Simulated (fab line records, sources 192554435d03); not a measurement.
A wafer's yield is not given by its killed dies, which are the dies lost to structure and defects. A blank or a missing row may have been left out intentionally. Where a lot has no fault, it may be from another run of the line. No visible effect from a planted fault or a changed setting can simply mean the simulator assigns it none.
fab line records	flow n5Finfet
[record] lots = 7	wafers = 21
route steps=1938 shown BEOL_M8@1359 BEOL_M10@1513 BEOL_M11@1542 BEOL_M13@1705 BEOL_M15@1779 MIM_BOT_LITHO@1858
startH: the number of hours between the record's first day and the start of the first shown wafer of the lot	waitH: hours since the lot's step before	" as in the row above	L1.1+2: a row that stands for several wafers	- value missing, or start not given	* or withheld: withheld	< > ~ a bound
route shown NAME@n: names a module that has steps shown in the file, with the first one's number in the route	usual: the fault-free wafers' mean and standard deviation	same: alike in all rows	chamber/n: place in a boat	sites: the reading at each site	_std_site: the standard deviation of these	_edge_site: outer sites' mean less inner sites'	radiusMm: how far each site lies from the wafer's centre	mask NAME#n: copy n	behind: tool/chamber where the wafer was last shaped	hold: why the lot was held/for how many hours/how that ended	device: which transistor (n, p or np) failed to switch	end of line: the tests these same wafers got at the end of their route	for a step that has no rows: nothing shown but its recipe	killed: dies lost to structure and defects at the first sort, not the wafer's yield	map: a wafer's dies, marking killed ones x, the rest . and places with no die _
set.NAME: setting as actually run; set.NAME@STEP: the setting as run at that earlier step	model.NAME: the simulator's own value behind a step, which no gauge read
lots run with intentionally changed settings; tables by step, rows by wafer
[[steps]]
[step N5_BEOL_M8_COAT_22]
[recipe] resist = CAR-EUV	spinRpm = 1500	resistThkNm = 30
lot.wafer	tool	chamber	startH	waitH	set.spinRpm	model.CAR-EUV_of_BEOL_M8_COAT_22.thkNm
L082.2+3+5	lithoTrack-05	0	-	-	1500	30
L083.4+5+6	lithoTrack-04	0	-	-	1500	30
L084.2	lithoTrack-04	0	-	-	1500	30
L084.4+5	"	0	"	"	1500	29.8
L085.2+5	lithoTrack-05	0	-	-	1444	30.6
L085.3	"	0	"	"	1500	30
L088.1+2+5	lithoTrack-04	0	-	-	1500	30
L093.1+3	lithoTrack-01	0	-	-	1500	30
L093.4	"	0	"	"	1560	29.4
L096.1+3+4	lithoTrack-05	0	-	-	1500	30
[step N5_BEOL_M8_EBR_24]
[recipe] solvent = PGMEA	ebrWidthMm = 1.5
[step N5_BEOL_M8_SOFTBAKE_23]
[recipe] tempC = 110	timeS = 60	resist = CAR-EUV
[step N5_BEOL_M8_DESCUM_33]
[recipe] chemistry = O2	timeS = 7	sourcePowerW = 50	biasPowerW = 20	pressureMtorr = 20	rfFrequencyHz = 2.712e+07	tempC = 40	resist = CAR-EUV	o2FlowSccm = 225
lot.wafer	tool	chamber	startH	waitH	set.spinRpm@BEOL_M8_COAT_22	model.CAR-EUV_of_BEOL_M8_COAT_22.thkNm
L082.2+3	rieDiel-03	0,3	241.38	0.0	1500	26
L082.5	"	0	"	"	1500	26.2
L083.4+5	rieDiel-03	2,1	245.35	0.3	1500	26
L083.6	"	0	"	"	1500	26.2
L084.2+4+5	rieDiel-05	1,2,2	263.86	0.4	1500	26
L085.2	rieDiel-03	1	287.10	0.0	1444	26.8
L085.3	"	2	"	"	1500	26.2
L085.5	"	3	"	"	1444	26.6
L088.1+5	rieDiel-05	0,3	300.37	0.0	1500	26.2
L088.2	"	3	"	"	1500	26
L093.1+3	rieDiel-04	2,1	304.40	0.2	1500	26
L093.4	"	0	"	"	1560	25.4
L096.1+3+4	rieDiel-04	3,1,2	334.46	0.0	1500	26
[step N5_BEOL_M10_ETCH_41]
[recipe] chemistry = CH3F/O2	target = SiCN	targetDepthA = 426	taperDeg = 2	timeS = 86	ionEnergyEv = 120	maskMaterial = TiN	pressureMtorr = 30	sourceW = 395	biasW = 75	Ar_flow_sccm = 150	CH3F_flow_sccm = 30	O2_flow_sccm = 20
[usual] rfVppV = 297.0/1.3
lot.wafer	tool	chamber	startH	waitH	set.sourceW	rfVppV
L082.2	rieDiel-04	3	-	-	395	297.9
L082.3	"	0	"	"	395	299.2
L082.5	"	3	"	"	395	298.9
L083.4	rieDiel-03	1	-	-	395	298.1
L083.5	"	1	"	"	333.6	313.4
L083.6	"	2	"	"	333.6	314.6
L084.2	rieDiel-04	0	-	-	395	300.3
L084.4	"	0	"	"	395	296.9
L084.5	"	3	"	"	395	299.6
L085.2	rieDiel-03	1	-	-	395	297.1
L085.3	"	0	"	"	395	295.1
L085.5	"	1	"	"	395	297.8
L088.1	rieDiel-03	3	-	-	395	295.5
L088.2	"	2	"	"	395	298.2
L088.5	"	1	"	"	395	297.5
L093.1	rieDiel-04	2	-	-	395	297.1
L093.3	"	3	"	"	418	292.4
L093.4	"	0	"	"	395	297.8
L096.1	rieDiel-03	3	-	-	395	297.6
L096.3	"	2	"	"	395	297.6
L096.4	"	1	"	"	367.6	305.3
[step N5_BEOL_M11_COAT_60]
[recipe] resist = SiARC	tempC = 220	timeS = 60	spinRpm = 1500	resistThkNm = 30
lot.wafer	tool	chamber	startH	waitH	set.spinRpm	model.SiARC_of_BEOL_M11_COAT_60.thkNm
L082.2	lithoTrack-03	0	-	-	1500	30
L082.3+5	"	0	"	"	1360	31.4
L083.4+5	lithoTrack-04	0	-	-	1500	30
L083.6	"	0	"	"	1668	28.6
L084.2+4+5	lithoTrack-03	0	-	-	1500	30
L085.2+3	lithoTrack-04	0	-	-	1500	29.8
L085.5	"	0	"	"	1500	30
L088.1+2+5	lithoTrack-03	0	-	-	1500	30
L093.1+4	lithoTrack-03	0	-	-	1386	31.4
L093.3	"	0	"	"	1500	30
L096.1+3	lithoTrack-04	0	-	-	1500	30
L096.4	"	0	"	"	1658	28.6
[step N5_BEOL_M11_COAT_05]
[recipe] resist = CAR-ArF	spinRpm = 1500	resistThkNm = 90
[step N5_BEOL_M11_EBR_07]
[recipe] solvent = PGMEA	ebrWidthMm = 1.5
[step N5_BEOL_M11_DESCUM_16]
[recipe] chemistry = O2	timeS = 7.9	sourcePowerW = 50	biasPowerW = 20	pressureMtorr = 20	rfFrequencyHz = 2.712e+07	tempC = 40	resist = CAR-ArF	o2FlowSccm = 225
[step N5_BEOL_M11_ETCH_61]
[recipe] chemistry = CF4	target = SiARC	targetDepthA = 390	maskMaterial = CAR-ArF	timeS = 65	ionEnergyEv = 80	pressureMtorr = 40	sourceW = 545	biasW = 36	Ar_flow_sccm = 100	cf4FlowSccm = 100	ends = cleared
lot.wafer	tool	chamber	startH	waitH	set.spinRpm@BEOL_M11_COAT_60	model.etch.depthNm	model.CAR-ArF_of_BEOL_M11_COAT_05.thkNm
L082.2	rieDiel-01	2	267.74	0.0	1500	29.96	56
L082.3	"	1	"	"	1360	31.38	54.6
L082.5	"	2	"	"	1360	31.42	54.6
L083.4	rieDiel-06	3	268.21	0.0	1500	30.01	55.2
L083.5	"	2	"	"	1500	30.07	55
L083.6	"	0	"	"	1668	28.58	56.6
L084.2	rieDiel-01	2	286.49	0.0	1500	29.97	56
L084.4	"	1	"	"	1500	30.05	55.8
L084.5	"	0	"	"	1500	29.98	56
L085.2+3	rieDiel-02	0,3	303.69	0.0	1500	29.9	55.6
L085.5	"	0	"	"	1500	29.95	55.6
L088.1	rieDiel-06	1	319.45	0.0	1500	29.92	56
L088.2	"	0	"	"	1500	29.94	55.8
L088.5	"	1	"	"	1500	29.92	55.8
L093.1	rieDiel-02	2	326.63	0.0	1386	31.35	54.4
L093.3	"	0	"	"	1500	30.07	55.6
L093.4	"	1	"	"	1386	31.33	54.4
L096.1	rieDiel-06	3	359.64	0.0	1500	29.94	55
L096.3	"	0	"	"	1500	29.94	55.2
L096.4	"	2	"	"	1658	28.51	56.6
[step N5_BEOL_M11_ETCH_62]
[recipe] chemistry = N2/H2	target = SOC	targetDepthA = 1100	overetchA = 220	maskMaterial = SiARC	tempC = 40	timeS = 165	ionEnergyEv = 200	pressureMtorr = 30	sourceW = 840	biasW = 150	n2FlowSccm = 200	h2FlowSccm = 200
lot.wafer	tool	chamber	startH	waitH	set.timeS
L082.2+5	rieDiel-01	2	267.79	0.0	165
L082.3	"	1	"	"	136.6
L083.4	rieDiel-06	3	268.30	0.1	200.8
L083.5+6	"	2,0	"	"	165
L084.2+4+5	rieDiel-01	2,1,0	286.54	0.0	165
L085.2+3	rieDiel-02	0,3	303.74	0.0	143.7
L085.5	"	0	"	"	165
L088.1+2+5	rieDiel-06	1,0,1	319.50	0.0	165
L093.1+4	rieDiel-02	2,1	326.68	0.0	165
L093.3	"	0	"	"	130.3
L096.1	rieDiel-06	3	359.69	0.0	165
L096.3+4	"	0,2	"	"	177.8
[step N5_BEOL_M11_STRIP_68]
[recipe] chemistry = N2/H2	tempC = 40	n2FlowSccm = 200	h2FlowSccm = 200	rfFrequencyHz = 6e+07
[step N5_BEOL_M11_STRIP_67]
[recipe] chemistry = CF4	resist = SiARC	powerW = 300	biasPowerW = 75	pressureMtorr = 50	cf4FlowSccm = 150	rfFrequencyHz = 6e+07
[step N5_BEOL_M11_HM_OPEN_17]
[recipe] chemistry = Cl2/BCl3	targetDepthA = 200	overetchA = 60	target = TiN	maskMaterial = SOC	ionEnergyEv = 150	pressureMtorr = 10	icpW = 1000	biasW = 126	Cl2_flow_sccm = 53.25	bcl3FlowSccm = 21.75	Ar_flow_sccm = 25
lot.wafer	tool	chamber	startH	waitH	set.timeS@BEOL_M11_ETCH_62	model.etch.depthNm
L082.2	rieMetal-01	0	267.98	0.0	165	20.21
L082.3	"	1	"	"	136.6	20.03
L082.5	"	1	"	"	165	20.09
L083.4	rieMetal-03	0	268.45	0.1	200.8	16.85
L083.5	"	1	"	"	165	20.13
L083.6	"	0	"	"	165	20.26
L084.2	rieMetal-02	1	286.73	0.0	165	19.68
L084.4	"	1	"	"	165	19.42
L084.5	"	1	"	"	165	19.67
L085.2	rieMetal-03	1	303.93	0.0	143.7	20.14
L085.3	"	1	"	"	143.7	20.43
L085.5	"	1	"	"	165	20.18
L088.1	rieMetal-02	0	319.69	0.0	165	20.37
L088.2	"	1	"	"	165	19.92
L088.5	"	1	"	"	165	20.21
L093.1	rieMetal-03	0	326.86	0.0	165	19.72
L093.3	"	0	"	"	130.3	19.81
L093.4	"	1	"	"	165	19.76
L096.1	rieMetal-03	1	359.87	0.0	165	20.23
L096.3	"	0	"	"	177.8	18.85
L096.4	"	1	"	"	177.8	19.06
[step N5_BEOL_M13_SPUTTER_43]
[recipe] material = TaN	targetThkA = 150	tempC = 50	biasV = 168.6	powerW = 15000	chamberPressurePa = 0.12	timeS = 24.19
lot.wafer	tool	chamber	startH	waitH	set.timeS	model.TaN_of_BEOL_M13_SPUTTER_43.thkNm
L082.2	pvdSputter-01	-	281.06	0.0	24.19	14.8
L082.3	"	-	"	"	22.25	14
L082.5	"	-	"	"	22.25	13.6
L083.4	pvdSputter-01	-	286.85	0.0	25.62	15.8
L083.5	"	-	"	"	24.19	15
L083.6	"	-	"	"	24.19	15.2
L084.2	pvdSputter-03	-	299.81	0.0	21.96	13.6
L084.4+5	"	-	"	"	24.19	15.2
L085.2	pvdSputter-01	-	318.35	0.0	24.19	14.6
L085.3+5	"	-	"	"	24.19	15
L088.1+2+5	pvdSputter-01	-	336.69	0.0	24.19	15.2
L093.1	pvdSputter-02	-	345.59	0.0	24.19	15
L093.3	"	-	"	"	24.19	15.4
L093.4	"	-	"	"	24.19	15.2
L096.1+4	pvdSputter-03	-	373.64	0.0	24.19	15
L096.3	"	-	"	"	24.19	15.2
[step N5_BEOL_M15_EXPOSE_07]
[recipe] maskId = V14	na = 0.8	sourceShape = annular	sigmaInner = 0.5	sigmaOuter = 0.8	polarization = unpolarized	attpsmPhaseDeg = 180	doseMj = 41.25
lot.wafer	tool	chamber	startH	waitH	mask	set.doseMj
L082.2	krfScanner-02	0	289.53	-	V14#0	41.25
L082.3+5	"	0	"	"	V14#0	42.75
L083.4	krfScanner-01	0	294.33	-	V14#0	41.25
L083.5+6	"	0	"	"	V14#0	38.63
L084.2	krfScanner-01	0	306.86	-	V14#0	40.22
L084.4+5	"	0	"	"	V14#0	41.25
L085.2	krfScanner-01	0	325.93	-	V14#0	41.25
L085.3+5	"	0	"	"	V14#0	42.08
L088.1+2+5	krfScanner-02	0	343.96	-	V14#0	41.25
L093.1+4	krfScanner-01	0	354.72	-	V14#0	41.25
L093.3	"	0	"	"	V14#0	39.98
L096.1+4	krfScanner-01	0	379.91	-	V14#0	39.46
L096.3	"	0	"	"	V14#0	41.25
[step N5_BEOL_M15_PEB_08]
[recipe] pebTempC = 130	pebTimeS = 90
[step N5_BEOL_M15_DEVELOP_09]
[recipe] developTimeS = 45	rinseLiquid = diw	dry = airSpin	devTempC = 21
[step N5_BEOL_M15_HARDBAKE_14]
[recipe] tempC = 130	timeS = 120
[step N5_BEOL_M15_CD_MEAS_10]
[recipe] targetCdNm = 360	landingEnergyEv = 500	detector = seInlens	polarity = opening
[usual] cdNm = 359.8/2
lot.wafer	tool	chamber	startH	waitH	set.doseMj@BEOL_M15_EXPOSE_07	cdNm
L082.2	cdSem-01	0	289.70	-	41.25	359.8
L082.3	"	0	"	"	42.75	363.1
L082.5	"	0	"	"	42.75	366.9
L083.4	cdSem-03	0	294.49	-	41.25	357.7
L083.5	"	0	"	"	38.63	347.1
L083.6	"	0	"	"	38.63	348.3
L084.2	cdSem-03	0	307.03	-	40.22	355.8
L084.4	"	0	"	"	41.25	362.6
L084.5	"	0	"	"	41.25	359.9
L085.2	cdSem-03	0	326.09	-	41.25	359.9
L085.3	"	0	"	"	42.08	363.8
L085.5	"	0	"	"	42.08	361.8
L088.1	cdSem-02	0	344.14	-	41.25	359.1
L088.2	"	0	"	"	41.25	359.7
L088.5	"	0	"	"	41.25	362.4
L093.1	cdSem-02	0	354.89	-	41.25	360.5
L093.3	"	0	"	"	39.98	352.2
L093.4	"	0	"	"	41.25	360.7
L096.1	cdSem-02	0	380.08	-	39.46	352.7
L096.3	"	0	"	"	41.25	361.2
L096.4	"	0	"	"	39.46	353.4
[step N5_BEOL_M15_STRIP_65]
[recipe] chemistry = postEtchResidueRemover	timeS = 60	tempC = 25	removerPh = withheld	removerWaterWtPct = withheld	removerFluorideWtPct = withheld
[step N5_BEOL_M15_SRD_66]
[recipe] timeS = 30	tempC = 23	rinseLiquid = diw	dry = n2Spin	spinRpm = 1500	dryTimeS = 30
[step N5_BEOL_M15_CD_MEAS_17]
[recipe] targetCdNm = 360	polarity = opening
[usual] cdNm = 361.4/2.9
lot.wafer	tool	chamber	startH	waitH	set.doseMj@BEOL_M15_EXPOSE_07	cdNm
L082.2	cdSem-01	-	290.28	0.0	41.25	362.8
L082.3	"	-	"	"	42.75	364.8
L082.5	"	-	"	"	42.75	369.5
L083.4	cdSem-03	-	295.07	0.0	41.25	360.7
L083.5	"	-	"	"	38.63	346.6
L083.6	"	-	"	"	38.63	348.2
L084.2	cdSem-02	-	308.29	0.0	40.22	357.8
L084.4	"	-	"	"	41.25	365.2
L084.5	"	-	"	"	41.25	363.0
L085.2	cdSem-02	-	326.68	0.0	41.25	361.9
L085.3	"	-	"	"	42.08	364.9
L085.5	"	-	"	"	42.08	365.2
L088.1	cdSem-03	-	344.72	0.0	41.25	362.3
L088.2	"	-	"	"	41.25	361.6
L088.5	"	-	"	"	41.25	367.2
L093.1	cdSem-03	-	355.48	0.0	41.25	362.1
L093.3	"	-	"	"	39.98	351.5
L093.4	"	-	"	"	41.25	360.6
L096.1	cdSem-01	-	380.67	0.0	39.46	355.4
L096.3	"	-	"	"	41.25	360.4
L096.4	"	-	"	"	39.46	356.4
[step N5_BEOL_M15_EXPOSE_25]
[recipe] maskId = M15	na = 0.8	sourceShape = annular	sigmaInner = 0.5	sigmaOuter = 0.8	polarization = unpolarized	targetCdNm = 400	doseMj = 35.5
lot.wafer	tool	chamber	startH	waitH	mask	set.doseMj
L082.2+3	krfScanner-01	0	291.18	-	M15#0	37.61
L082.5	"	0	"	"	M15#0	35.5
L083.4	krfScanner-02	0	295.92	-	M15#0	35.5
L083.5+6	"	0	"	"	M15#0	33.47
L084.2+4+5	krfScanner-02	0	309.00	-	M15#0	35.5
L085.2+5	krfScanner-01	0	327.42	-	M15#0	36.26
L085.3	"	0	"	"	M15#0	35.5
L088.1+2+5	krfScanner-02	0	345.55	-	M15#0	35.5
L093.1+3	krfScanner-01	0	356.24	-	M15#0	34.38
L093.4	"	0	"	"	M15#0	35.5
L096.1+3+4	krfScanner-02	0	381.37	-	M15#0	35.5
[step N5_BEOL_M15_PEB_26]
[recipe] pebTempC = 130	pebTimeS = 90
[step N5_BEOL_M15_DEVELOP_27]
[recipe] developTimeS = 45	rinseLiquid = diw	dry = airSpin	devTempC = 21
[step N5_BEOL_M15_HARDBAKE_32]
[recipe] tempC = 130	timeS = 120
[step N5_BEOL_M15_CD_MEAS_28]
[recipe] targetCdNm = 407.6	landingEnergyEv = 500	detector = seInlens
[usual] cdNm = 407/3
lot.wafer	tool	chamber	startH	waitH	set.doseMj@BEOL_M15_EXPOSE_25	cdNm
L082.2	cdSem-03	0	291.35	-	37.61	418
L082.3	"	0	"	"	37.61	413
L082.5	"	0	"	"	35.5	405
L083.4	cdSem-02	0	296.07	-	35.5	408
L083.5	"	0	"	"	33.47	392
L083.6	"	0	"	"	33.47	392
L084.2	cdSem-03	0	309.17	-	35.5	402
L084.4	"	0	"	"	35.5	407
L084.5	"	0	"	"	35.5	401
L085.2	cdSem-01	0	327.59	-	36.26	415
L085.3	"	0	"	"	35.5	408
L085.5	"	0	"	"	36.26	411
L088.1	cdSem-02	0	345.72	-	35.5	405
L088.2	"	0	"	"	35.5	408
L088.5	"	0	"	"	35.5	407
L093.1	cdSem-03	0	356.41	-	34.38	402
L093.3	"	0	"	"	34.38	398
L093.4	"	0	"	"	35.5	408
L096.1	cdSem-01	0	381.54	-	35.5	416
L096.3	"	0	"	"	35.5	409
L096.4	"	0	"	"	35.5	414
[step N5_BEOL_M15_DESCUM_33]
[recipe] chemistry = O2	timeS = 7.9	sourcePowerW = 50	biasPowerW = 20	pressureMtorr = 20	rfFrequencyHz = 2.712e+07	tempC = 40	o2FlowSccm = 225
lot.wafer	tool	chamber	startH	waitH	set.doseMj@BEOL_M15_EXPOSE_25	model.BEOL_M15.cdNm
L082.2	rieDiel-01	0	291.74	0.3	37.61	418.4
L082.3	"	2	"	"	37.61	413
L082.5	"	1	"	"	35.5	404.4
L083.4	rieDiel-01	3	296.16	0.0	35.5	407.4
L083.5	"	0	"	"	33.47	392.4
L083.6	"	1	"	"	33.47	391.8
L084.2	rieDiel-02	3	309.26	0.0	35.5	402.6
L084.4	"	3	"	"	35.5	407
L084.5	"	0	"	"	35.5	401
L085.2	rieDiel-02	2	327.68	0.0	36.26	414.6
L085.3	"	0	"	"	35.5	408
L085.5	"	2	"	"	36.26	411.8
L088.1	rieDiel-02	3	345.81	0.0	35.5	405.6
L088.2	"	1	"	"	35.5	408.4
L088.5	"	2	"	"	35.5	406.4
L093.1	rieDiel-06	2	356.54	0.1	34.38	401.8
L093.3	"	0	"	"	34.38	398
L093.4	"	1	"	"	35.5	408
L096.1	rieDiel-01	3	381.63	0.0	35.5	415.2
L096.3	"	0	"	"	35.5	409
L096.4	"	1	"	"	35.5	413.6
[step N5_BEOL_M15_ETCH_61]
[recipe] chemistry = N2/H2	target = BARC	targetDepthA = 890	overetchA = 267	timeS = 67.9	ionEnergyEv = 200	pressureMtorr = 30	sourceW = 840	biasW = 150	n2FlowSccm = 200	h2FlowSccm = 200
lot.wafer	tool	chamber	startH	waitH	set.doseMj@BEOL_M15_EXPOSE_25	model.BEOL_M15.cdNm
L082.2	rieDiel-01	0	291.78	0.0	37.61	412.6
L082.3	"	2	"	"	37.61	405.2
L082.5	"	1	"	"	35.5	396
L083.4	rieDiel-01	3	296.19	0.0	35.5	400
L083.5	"	0	"	"	33.47	386.6
L083.6	"	1	"	"	33.47	384
L084.2	rieDiel-02	3	309.29	0.0	35.5	394.8
L084.4	"	3	"	"	35.5	399.8
L084.5	"	0	"	"	35.5	393.2
L085.2	rieDiel-02	2	327.71	0.0	36.26	407
L085.3	"	0	"	"	35.5	399
L085.5	"	2	"	"	36.26	403.6
L088.1	rieDiel-02	3	345.84	0.0	35.5	397.4
L088.2	"	1	"	"	35.5	402
L088.5	"	2	"	"	35.5	398.8
L093.1	rieDiel-06	2	356.58	0.0	34.38	395.4
L093.3	"	0	"	"	34.38	390.6
L093.4	"	1	"	"	35.5	400.4
L096.1	rieDiel-01	3	381.67	0.0	35.5	406.4
L096.3	"	0	"	"	35.5	402.2
L096.4	"	1	"	"	35.5	403.6
[step N5_MIM_BOT_LITHO_EXPOSE_05]
[recipe] maskId = MIM_BOT	na = 0.55	sourceShape = conventional	sigmaOuter = 0.8	polarization = unpolarized	doseMj = 24.25
lot.wafer	tool	chamber	startH	waitH	mask	set.doseMj
L082.2+3+5	krfScanner-01	0	297.90	-	MIM_BOT#0	24.25
L083.4+5	krfScanner-02	0	303.63	-	MIM_BOT#0	25.09
L083.6	"	0	"	"	MIM_BOT#0	24.25
L084.2+4	krfScanner-01	0	317.19	-	MIM_BOT#0	25.58
L084.5	"	0	"	"	MIM_BOT#0	24.25
L085.2+5	krfScanner-01	0	337.72	-	MIM_BOT#0	24.25
L085.3	"	0	"	"	MIM_BOT#0	22.9
L088.1+2+5	krfScanner-01	0	353.46	-	MIM_BOT#0	24.25
L093.1	krfScanner-02	0	368.61	-	MIM_BOT#0	23.22
L093.3+4	"	0	"	"	MIM_BOT#0	24.25
L096.1+3	krfScanner-02	0	392.11	-	MIM_BOT#0	25.17
L096.4	"	0	"	"	MIM_BOT#0	24.25
[step N5_MIM_BOT_LITHO_PEB_06]
[recipe] pebTempC = withheld	pebTimeS = *
[step N5_MIM_BOT_LITHO_DEVELOP_07]
[recipe] developTimeS = 60	rinseLiquid = diw	dry = airSpin	devTempC = 21
[step N5_MIM_BOT_LITHO_HARDBAKE_09]
[recipe] tempC = 130	timeS = 120
[step N5_MIM_BOT_LITHO_CD_MEAS_08]
[recipe] targetCdNm = 3000	landingEnergyEv = 500	detector = seInlens	polarity = opening
[usual] cdNm = 3001.0/2.3
lot.wafer	tool	chamber	startH	waitH	set.doseMj@MIM_BOT_LITHO_EXPOSE_05	cdNm
L082.2	cdSem-01	0	298.07	-	24.25	2997.8
L082.3	"	0	"	"	24.25	3003.5
L082.5	"	0	"	"	24.25	3002.5
L083.4	cdSem-01	0	303.79	-	25.09	3006.4
L083.5	"	0	"	"	25.09	3006.4
L083.6	"	0	"	"	24.25	3001.8
L084.2	cdSem-03	0	317.36	-	25.58	3009.9
L084.4	"	0	"	"	25.58	3007.5
L084.5	"	0	"	"	24.25	3002.8
L085.2	cdSem-01	0	337.90	-	24.25	2997.0
L085.3	"	0	"	"	22.9	2991.4
L085.5	"	0	"	"	24.25	2996.1
L088.1	cdSem-03	0	353.63	-	24.25	3001.7
L088.2	"	0	"	"	24.25	3000.3
L088.5	"	0	"	"	24.25	3001.0
L093.1	cdSem-01	0	368.78	-	23.22	2996.0
L093.3	"	0	"	"	24.25	3000.7
L093.4	"	0	"	"	24.25	3001.8
L096.1	cdSem-03	0	392.28	-	25.17	3009.7
L096.3	"	0	"	"	25.17	3007.2
L096.4	"	0	"	"	24.25	3000.7
[[key]]
[split] step = N5_BEOL_M8_COAT_22	setting = spinRpm	stated = 1500	by = wafer
[response] step = N5_BEOL_M8_COAT_22	reading = model.CAR-EUV_of_BEOL_M8_COAT_22.thkNm	change = -0.155	per = 1%	r = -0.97
[response] step = N5_BEOL_M8_DESCUM_33	reading = model.CAR-EUV_of_BEOL_M8_COAT_22.thkNm	change = -0.143	per = 1%	r = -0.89
[split] step = N5_BEOL_M10_ETCH_41	setting = sourceW	stated = 395	by = wafer
[response] step = N5_BEOL_M10_ETCH_41	reading = rfVppV	change = -1.02	per = 1%	r = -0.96
[split] step = N5_BEOL_M11_COAT_60	setting = spinRpm	stated = 1500	by = wafer
[response] step = N5_BEOL_M11_COAT_60	reading = model.SiARC_of_BEOL_M11_COAT_60.thkNm	change = -0.142	per = 1%	r = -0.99
[response] step = N5_BEOL_M11_ETCH_61	reading = model.etch.depthNm	change = -0.143	per = 1%	r = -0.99
[response] step = N5_BEOL_M11_ETCH_61	reading = model.CAR-ArF_of_BEOL_M11_COAT_05.thkNm	change = +0.144	per = 1%	r = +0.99
[split] step = N5_BEOL_M11_ETCH_62	setting = timeS	stated = 165	by = wafer
[response] step = N5_BEOL_M11_HM_OPEN_17	reading = model.etch.depthNm	shape = bent	atLowest = 19.81	atStated = 19.99	atHighest = 16.85
[split] step = N5_BEOL_M13_SPUTTER_43	setting = timeS	stated = 24.19	by = wafer
[response] step = N5_BEOL_M13_SPUTTER_43	reading = model.TaN_of_BEOL_M13_SPUTTER_43.thkNm	change = +0.146	per = 1%	r = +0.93
[split] step = N5_BEOL_M15_EXPOSE_07	setting = doseMj	stated = 41.25	by = wafer
[response] step = N5_BEOL_M15_CD_MEAS_10	reading = cdNm	change = +1.77	per = 1%	r = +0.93
[response] step = N5_BEOL_M15_CD_MEAS_17	reading = cdNm	change = +1.87	per = 1%	r = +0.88
[split] step = N5_BEOL_M15_EXPOSE_25	setting = doseMj	stated = 35.5	by = wafer
[response] step = N5_BEOL_M15_CD_MEAS_28	reading = cdNm	change = +2.32	per = 1%	r = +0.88
[response] step = N5_BEOL_M15_DESCUM_33	reading = model.BEOL_M15.cdNm	change = +2.32	per = 1%	r = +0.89
[response] step = N5_BEOL_M15_ETCH_61	reading = model.BEOL_M15.cdNm	change = +2.39	per = 1%	r = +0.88
[split] step = N5_MIM_BOT_LITHO_EXPOSE_05	setting = doseMj	stated = 24.25	by = wafer
[response] step = N5_MIM_BOT_LITHO_CD_MEAS_08	reading = cdNm	change = +1.22	per = 1%	r = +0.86
